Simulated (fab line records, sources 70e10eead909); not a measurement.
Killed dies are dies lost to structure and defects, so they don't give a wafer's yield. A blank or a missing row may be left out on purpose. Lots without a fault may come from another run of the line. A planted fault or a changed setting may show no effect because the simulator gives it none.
Problem report in the 8D (eight disciplines) form, filled by code | flow nand_harc | the parts of the form that need people (team, actions taken, sign-off) are left out

1. THE PROBLEM
thk_nm at NHARC_A_DECK1_JOINT_THK_MEAS_17 reads a mean of 36.9 nm on 3 wafers of 2 lots; wafers without a fault read 45.2 nm with a standard deviation of 1.3. That is -6.4 standard deviations from the usual mean.
The step: measures by ellipsometry.
First seen on wafer L295.4, day 16 17:19, on film_metro-01. The record holds 36 wafers of 12 lots with a number at this step. Rule for "out", or "out of limits": more than 4 standard deviations from the usual mean. The other wafers with a number count as sound.

2. WHAT IT IS AND WHAT IT IS NOT
question                    | is                     | is not
which readings at this step | thk_nm                 | -
which lots                  | L295, L299             | L286, L287, L288, L291, L294, L296, L297, L305, L307, L308
which wafers of those lots  | L295.4, L295.6, L299.5 | L295.3, L299.2, L299.3
read on which gauges        | film_metro-01          | film_metro-02
when                        | from day 16 17:19      | up to then (19 sound wafers); but 14 sound wafers of L297, L299, L305, L307, L308 came after

3. SUSPECTS, AND WHAT RULES EACH OUT
Counting: a tool at a process step up to the reading stays a suspect if it ran every lot that is out. Sound lots after the first of them don't rule it out here, since some wafers of a struck lot are sound.
- the gauge at NHARC_A_DECK1_JOINT_THK_MEAS_17: kept. All the wafers that are out were read on film_metro-01, and no step on other tools shows them out.
- ald_hk-01 at NHARC_A_CHANNEL_FILL_D1_ALD_25 (deposits SiOx, target thk 60 nm, pulse time 10 s, ald cycles 600): kept. It ran every lot that is out, first L295 (day 14 20:17); its last sound lot up to then is L294 (day 14 05:26).
- pecvd-04 at NHARC_A_DECK1_JOINT_DEP_16 (deposits SiO2, target thk 45 nm): kept. It ran every lot that is out, first L295 (day 16 17:02); its last sound lot up to then is L294 (day 16 02:44).
Left after counting: ald_hk-01 at NHARC_A_CHANNEL_FILL_D1_ALD_25, pecvd-04 at NHARC_A_DECK1_JOINT_DEP_16, film_metro-01 at NHARC_A_DECK1_JOINT_THK_MEAS_17.

4. THE CAUSE (what the simulator had put in)
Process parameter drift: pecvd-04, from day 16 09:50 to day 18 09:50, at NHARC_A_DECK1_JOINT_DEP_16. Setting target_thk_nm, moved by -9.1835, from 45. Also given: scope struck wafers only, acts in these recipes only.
Counting left 3 suspects, and this tool is among them.

5. THE CHAIN OF EFFECTS, in route order
Each row: a reading whose mean over the struck wafers that have a number lies more than 3 standard deviations from the usual. Only readings for which the record gives a usual standard deviation are gone through. hours: the time from each lot's start at the first step in this table that gives one to its start at this step, as a median over the lots. sigmas: the change in usual standard deviations.
hours | step                            | reading | usual   | on struck wafers | change | sigmas
0     | NHARC_A_DECK1_JOINT_THK_MEAS_17 | thk_nm  | 45.2 nm | 36.9             | -8.3   | -6.4
Later measuring or inspecting steps at which every struck wafer that the step has a row for has a number for every such reading, and none has moved that far: NHARC_END_SORT_01.

6. WHAT WOULD HAVE CAUGHT IT SOONER
In this record the first reading out of limits at a measuring or inspecting step was taken at day 16 17:19, 7 hours after the fault began at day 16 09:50.
Of the tool readings at NHARC_A_DECK1_JOINT_DEP_16 for which the record gives a usual standard deviation, none was out on any struck wafer, so an alarm limit of 4 standard deviations on them would not have fired.
Of the lots that are out (2), L299 began NHARC_A_DECK1_JOINT_DEP_16 on pecvd-04 after day 16 17:19. A hold on the tool at that time would have spared it.
